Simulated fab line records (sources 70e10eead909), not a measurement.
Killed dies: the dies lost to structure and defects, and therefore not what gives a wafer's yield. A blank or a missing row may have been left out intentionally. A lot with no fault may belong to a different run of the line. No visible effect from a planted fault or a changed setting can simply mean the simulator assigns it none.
Chamber matching + flow nandHarc + NHARC_A_STAIRCASE_TRIM_20 on rieDiel-07 has 4 sister chambers
The step chemistry O2, time 211.2 s. 4 wafers are shown with their chamber, then 11 later ones without.

== EACH WAFER AND ITS CHAMBER ==
| wafer  | chamber | drypumpMotorCurrentA (A) |
|--------|---------|--------------------------|
| L082.5 | 0       | 5.8                      |
| L085.2 | 2       | 5.9                      |
| L085.6 | 1       | 6.6                      |
| L086.3 | 3       | 5.7                      |

== WAFERS MISSING THEIR CHAMBER ==
| wafer  | drypumpMotorCurrentA (A) |
|--------|--------------------------|
| L086.5 | 6.6                      |
| L086.6 | 5.8                      |
| L089.3 | 5.8                      |
| L089.4 | 5.9                      |
| L089.5 | 5.7                      |
| L092.1 | 6.5                      |
| L092.3 | 5.7                      |
| L092.6 | 5.9                      |
| L095.3 | 5.8                      |
| L095.4 | 5.7                      |
| L095.6 | 5.7                      |

== EACH ONE'S CHAMBER ==
| wafer  | from the rows above | in truth |
|--------|---------------------|----------|
| L086.5 | 1                   | 1        |
| L086.6 | 0                   | 0        |
| L089.3 | 0                   | 0        |
| L089.4 | 2                   | 2        |
| L089.5 | 3                   | 3        |
| L092.1 | 1                   | 1        |
| L092.3 | 3                   | 3        |
| L092.6 | 2                   | 2        |
| L095.3 | 0                   | 0        |
| L095.4 | 3                   | 3        |
| L095.6 | 3                   | 3        |
Placed correctly: 11 of 11. Not placeable from these rows: 0. 0 placed wrongly.
How it was worked out, from the rows above alone: a wafer's distance from a chamber is the root of the sum, over the readings, of the square of ((its reading less the chamber's mean) divided by the reading's scatter). If the next closest chamber is less than 2 further off than the closest, the wafer can't be placed; otherwise it belongs to the closest. For every chamber, the mean is computed from those of its wafers that are shown. The scatter: root of mean squared gap, hidden wafer to nearest shown wafer, with one shown wafer a chamber.
